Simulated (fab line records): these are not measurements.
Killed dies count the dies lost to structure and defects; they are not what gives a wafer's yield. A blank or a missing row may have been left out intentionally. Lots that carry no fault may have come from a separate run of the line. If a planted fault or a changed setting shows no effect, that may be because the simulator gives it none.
fab line records | flow n5_finfet
[record] lots = 11 wafers = 33 last_day = 20
route steps=1938 shown BEOL_M5@1182 BEOL_M6@1197
lots with no fault: from the same line, run without faults
start_h: start of the lot's first displayed wafer, in hours after the record's first day | wait_h: hours elapsed since this lot's preceding step | " as in the row above | L1.1+2: a row that stands for several wafers | - no value, or no start given | * or withheld: withheld | < > ~ a bound
route shown NAME@n: NAME is a module with steps in the file, n the number in the route of the first one | usual: mean and standard deviation over wafers with no fault | same: alike in all rows | chamber/n: place in a boat | sites: readings site by site | _std_site: the values' standard deviation | _edge_site: mean of outer sites minus mean of inner sites | radius_mm: for every site, how far away it sits from the centre of the wafer | mask NAME#n: copy n | behind: tool/chamber where the wafer was last shaped | hold: what put the lot on hold/how long, in hours/how the hold closed | device: the n, p or np transistor that did not switch | end of line: the route-end tests of the same wafers | for a step that has no rows: nothing shown but its recipe | killed: the dies lost at the first sort to structure and to defects; this is not the yield of the wafer | map: dies across one wafer; x = killed, . = not, _ = none there
set.NAME: the setting the step ran with; set.NAME@STEP: the setting that earlier step ran with | model.NAME: the simulator's own value behind a step, which no gauge read
one table for each step of the route and one row for each wafer, over a sample of lots
services: a tool's chamber out of use, with start hour (start_h, from the record's first day; less than 0 if before it), hours out, and reason
[[steps]]
[step N5_BEOL_M5_ANNEAL_89]
[recipe] temp_c = 400 time_s = 1800 ambient = vacuum
[usual] heater_power_w = 864/96
// columns lot.wafer tool chamber start_h wait_h heater_power_w
L855.1 pvd_sputter-03 - 215.68 0.0 928
L855.2 " - " " 808
L855.6 " - " " 775
L853.1 pvd_sputter-02 - 222.61 0.0 1000
L853.3 " - " " 821
L853.5 " - " " 797
L857.3 pvd_sputter-01 - 234.79 0.0 842
L857.4 " - " " 951
L857.5 " - " " 950
L858.2 pvd_sputter-01 - 246.79 0.0 962
L858.3 " - " " 840
L858.5 " - " " 935
L863.3 pvd_sputter-01 - 280.84 0.0 970
L863.5 " - " " 954
L863.6 " - " " 976
L865.1 pvd_sputter-02 - 281.22 0.0 795
L865.3 " - " " 981
L865.4 " - " " 696
L866.2 pvd_sputter-02 - 286.94 0.0 1000
L866.3 " - " " 782
L866.4 " - " " 825
L864.1 pvd_sputter-01 - 290.45 0.0 969
L864.2 " - " " 862
L864.5 " - " " 951
L870.1 pvd_sputter-01 - 311.99 0.0 941
L870.5 " - " " 934
L870.6 " - " " 953
L872.1 pvd_sputter-02 - 343.64 0.0 819
L872.3 " - " " 679
L872.5 " - " " 819
L873.1 pvd_sputter-02 - 367.71 0.0 678
L873.2 " - " " 834
L873.3 " - " " 967
[step N5_BEOL_M5_RS_MEAS_57]
[recipe] thk_meas_gauge = four-point-probe reads = Co_of_BEOL_M5_CO_CAP_78+Cu_of_BEOL_M5_ECD_50+Co_of_BEOL_M5_CVD_47+TaN_of_BEOL_M5_ALD_86
[usual] M5_RS = 0.390/0.013
// columns lot.wafer tool chamber start_h wait_h M5_RS[ohm/sq]
L855.1 film_metro-02 - 218.44 0.1 0.397
L855.2 " - " " 0.390
L855.6 " - " " 0.402
L853.1 film_metro-01 - 224.67 0.0 0.406
L853.3 " - " " 0.393
L853.5 " - " " 0.377
L857.3 film_metro-02 - 236.88 0.1 0.392
L857.4 " - " " 0.375
L857.5 " - " " 0.411
L858.2 film_metro-02 - 248.87 0.1 0.404
L858.3 " - " " 0.386
L858.5 " - " " 0.371
L863.3 film_metro-01 - 283.17 0.1 0.375
L863.5 " - " " 0.403
L863.6 " - " " 0.367
L865.1 film_metro-02 - 283.87 0.0 0.416
L865.3 " - " " 0.396
L865.4 " - " " 0.381
L866.2 film_metro-01 - 289.01 0.1 0.394
L866.3 " - " " 0.386
L866.4 " - " " 0.394
L864.1 film_metro-01 - 292.73 0.0 0.403
L864.2 " - " " 0.377
L864.5 " - " " 0.371
L870.1 film_metro-01 - 314.05 0.0 0.391
L870.5 " - " " 0.374
L870.6 " - " " 0.392
L872.1 film_metro-01 - 345.74 0.0 0.397
L872.3 " - " " 0.395
L872.5 " - " " 0.401
L873.1 film_metro-01 - 369.78 0.0 0.375
L873.2 " - " " 0.375
L873.3 " - " " 0.405
[step N5_BEOL_M6_PECVD_70]
[recipe] material = SiO2 target_thk_a = 200 temp_c = 400 precursor = TEOS/O2 pressure_torr = 5.5 rf_w = 450 teos_flow_sccm = 53.8 gas = O2 flow_sccm = 3000 time_s = 22.7
[usual] heater_power_w = 711/93 showerhead_plenum_p_Torr = 8.79/0.069 susceptor_temp_C = 399.99/0.21 throttle_valve_pct = 22.6/1
// columns lot.wafer tool chamber start_h wait_h heater_power_w showerhead_plenum_p_Torr susceptor_temp_C throttle_valve_pct
L855.1 pecvd-04 2 219.13 0.0 689 8.88 399.56 22.3
L855.2 " 1 " " 624 8.68 400.10 24.7
L855.6 " 0 " " 671 8.94 400.12 22.8
L853.1 pecvd-01 0 225.37 0.0 785 8.76 400.07 22.3
L853.3 " 0 " " 798 8.78 399.95 22.1
L853.5 " 1 " " 684 8.75 400.03 22.8
L857.3 pecvd-01 2 237.56 0.0 762 8.81 399.69 21.4
L857.4 " 0 " " 811 8.77 400.29 22.2
L857.5 " 1 " " 677 8.76 400.14 22.7
L858.2 pecvd-02 1 249.55 0.0 544 8.74 399.85 23.0
L858.3 " 0 " " 706 8.81 399.67 21.6
L858.5 " 1 " " 564 8.73 399.78 23.0
L863.3 pecvd-01 1 283.84 0.0 681 8.75 415.55 22.6
L863.5 " 0 " " 902 8.80 399.81 22.2
L863.6 " 1 " " 673 8.75 415.47 22.8
L865.1 pecvd-04 0 284.55 0.0 600 8.93 399.88 23.2
L865.3 " 2 " " 789 8.87 400.35 22.5
L865.4 " 1 " " 705 8.69 399.92 24.8
L866.2 pecvd-04 2 289.69 0.0 801 8.86 400.09 22.6
L866.3 " 1 " " 681 8.67 399.88 24.9
L866.4 " 0 " " 624 8.94 400.38 23.3
L864.1 pecvd-02 1 293.53 0.0 582 8.74 399.88 22.9
L864.2 " 2 " " 702 8.76 400.25 21.4
L864.5 " 2 " " 741 8.78 400.36 21.3
L870.1 pecvd-04 2 314.73 0.0 785 8.87 399.85 22.7
L870.5 " 1 " " 653 8.69 399.73 24.8
L870.6 " 0 " " 677 8.93 400.03 23.3
L872.1 pecvd-01 2 346.41 0.0 785 8.82 399.84 21.8
L872.3 " 0 " " 869 8.78 399.80 22.4
L872.5 " 0 " " 878 8.79 399.83 22.3
L873.1 pecvd-04 2 370.46 0.0 773 8.86 400.15 22.9
L873.2 " 0 " " 707 8.92 400.00 23.4
L873.3 " 1 " " 684 8.66 400.13 24.7
[step N5_BEOL_M6_CD_MEAS_11]
[recipe] target_cd_nm = 38.5 landing_energy_ev = 500 detector = se_inlens polarity = opening
[usual] cd_nm = 38.5/0.52
// columns lot.wafer tool chamber start_h wait_h cd_nm
L855.1 cd_sem-01 0 219.56 - 38.0
L855.2 " 0 " " 37.8
L855.6 " 0 " " 38.3
L853.1 cd_sem-02 0 227.50 - 38.7
L853.3 " 0 " " 38.1
L853.5 " 0 " " 38.4
L857.3 cd_sem-03 0 239.79 - 38.3
L857.4 " 0 " " 37.5
L857.5 " 0 " " 37.8
L858.2 cd_sem-03 0 251.07 - 38.3
L858.3 " 0 " " 38.6
L858.5 " 0 " " 38.2
L863.3 cd_sem-01 0 286.04 - 38.2
L863.5 " 0 " " 38.7
L863.6 " 0 " " 38.1
L865.1 cd_sem-02 0 286.40 - 39.1
L865.3 " 0 " " 39.5
L865.4 " 0 " " 39.3
L866.2 cd_sem-01 0 291.23 - 38.7
L866.3 " 0 " " 38.0
L866.4 " 0 " " 38.4
L864.1 cd_sem-01 0 295.35 - 38.9
L864.2 " 0 " " 38.6
L864.5 " 0 " " 38.1
L870.1 cd_sem-03 0 315.94 - 38.8
L870.5 " 0 " " 38.5
L870.6 " 0 " " 38.9
L872.1 cd_sem-03 0 347.42 - 38.1
L872.3 " 0 " " 38.4
L872.5 " 0 " " 37.4
L873.1 cd_sem-01 0 375.58 - 38.6
L873.2 " 0 " " 37.9
L873.3 " 0 " " 38.4
[step N5_BEOL_M6_CMP_52]
[recipe] stop_on = SiCOH_lowk t_overpolish_s = 6.9 down_force_psi = 1 platen_rpm = 50 clearing_platen_down_force_psi = 1.5 clearing_platen_rpm = 50 post_cmp_clean = cu_alkaline target_thk_nm = 80 clearing_platen_pad_velocity_m_s = 0.99484 pad_velocity_m_s = 0.99484
[usual] barrier_field_endpoint_s = 28.9/0.76 motor_current_A = 6.2/0.53
// columns lot.wafer tool chamber start_h wait_h barrier_field_endpoint_s motor_current_A
L855.1 cmp-04 0 224.72 0.3 28.5 6.9
L855.2 " 3 " " 29.0 5.9
L855.6 " 0 " " 28.8 6.8
L853.1 cmp-04 1 234.14 0.5 28.0 5.8
L853.3 " 2 " " 29.0 6.4
L853.5 " 0 " " 27.9 7.2
L857.4 cmp-04 0 245.40 0.1 28.7 7.4
L857.3 " 1 " " 27.5 5.8
L857.5 " 0 " " 28.4 7.4
L858.2 cmp-04 1 258.51 0.6 28.1 5.6
L858.3 " 2 " " 29.2 6.2
L858.5 " 0 " " 29.1 7.0
L863.3 cmp-02 0 293.90 0.2 26.3 6.3
L863.6 " 0 " " 26.1 5.9
L863.5 " 1 " " 29.5 6.1
L865.4 cmp-02 1 294.17 0.1 28.5 5.7
L865.3 " 3 " " 27.3 6.1
L865.1 " 0 " " 28.2 5.7
L866.4 cmp-04 2 297.22 0.1 29.7 6.7
L866.3 " 3 " " 29.1 6.2
L866.2 " 1 " " 27.7 6.1
L864.2 cmp-02 2 300.53 0.2 29.2 6.0
L864.1 " 0 " " 28.4 5.8
L864.5 " 2 " " 28.6 5.9
L870.1 cmp-04 0 324.12 0.3 28.4 7.2
L870.6 " 3 " " 29.2 5.7
L870.5 " 0 " " 28.0 7.3
L872.3 cmp-02 3 353.06 0.2 29.2 6.0
L872.1 " 0 " " 29.6 5.8
L872.5 " 3 " " 29.7 6.3
L873.1 cmp-04 0 381.40 0.3 28.2 7.2
L873.2 " 1 " " 28.3 6.0
L873.3 " 3 " " 29.7 5.4
[[services]]
// columns tool chamber start_h hours kind
pecvd-04 - 205.95 1.2 repair
cmp-02 - 224.86 4.0 pm
cmp-02 - 228.86 - consumable_replace:conditioner
cmp-02 - 228.86 - consumable_replace:pad
pecvd-02 0 230.04 5.0 scheduled_down
pecvd-02 0 235.04 5.5 scheduled_down
pecvd-04 1 238.99 5.5 scheduled_down
pecvd-04 0 258.60 5.5 scheduled_down
cmp-02 - 287.83 1.1 repair
pecvd-01 1 288.56 5.5 scheduled_down
cmp-04 - 290.14 1.1 repair
pecvd-01 1 294.60 5.9 repair
cmp-02 - 297.46 1.7 repair
pvd_sputter-02 - 301.83 7.9 repair
cmp-02 - 304.38 24.4 pm
pecvd-01 2 323.02 8.5 repair
pecvd-02 1 329.19 4.8 repair
cmp-02 - 342.36 1.7 repair
cmp-04 - 350.39 1.1 repair
cmp-04 - 371.38 4.0 pm
pecvd-02 1 373.23 14.0 repair
cmp-04 - 375.38 - consumable_replace:conditioner
cmp-04 - 375.38 - consumable_replace:pad
[[key]]
[first_sign] step = N5_BEOL_M6_PECVD_70 reading = susceptor_temp_C direction = up sigmas = 74 usual = * struck = *
[effect] step = N5_BEOL_M6_CMP_52 reading = barrier_field_endpoint_s direction = down sigmas = 3.5 usual = 28.9 struck = 26.2
met_at N5_BEOL_M6_PECVD_70
struck_lots L863
struck_wafers L863.3,L863.6
not_acting_at N5_BEOL_M5_ANNEAL_89,N5_BEOL_M5_RS_MEAS_57,N5_BEOL_M6_CD_MEAS_11
onset_between 237.56 283.84
[fault] kind = process_parameter_drift tool = pecvd-01 chamber = 1 onset_h = 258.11 steps = N5_BEOL_M6_PECVD_70 channel = temp_c offset = * shape = step end_h = 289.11 acts_in = * stated = *
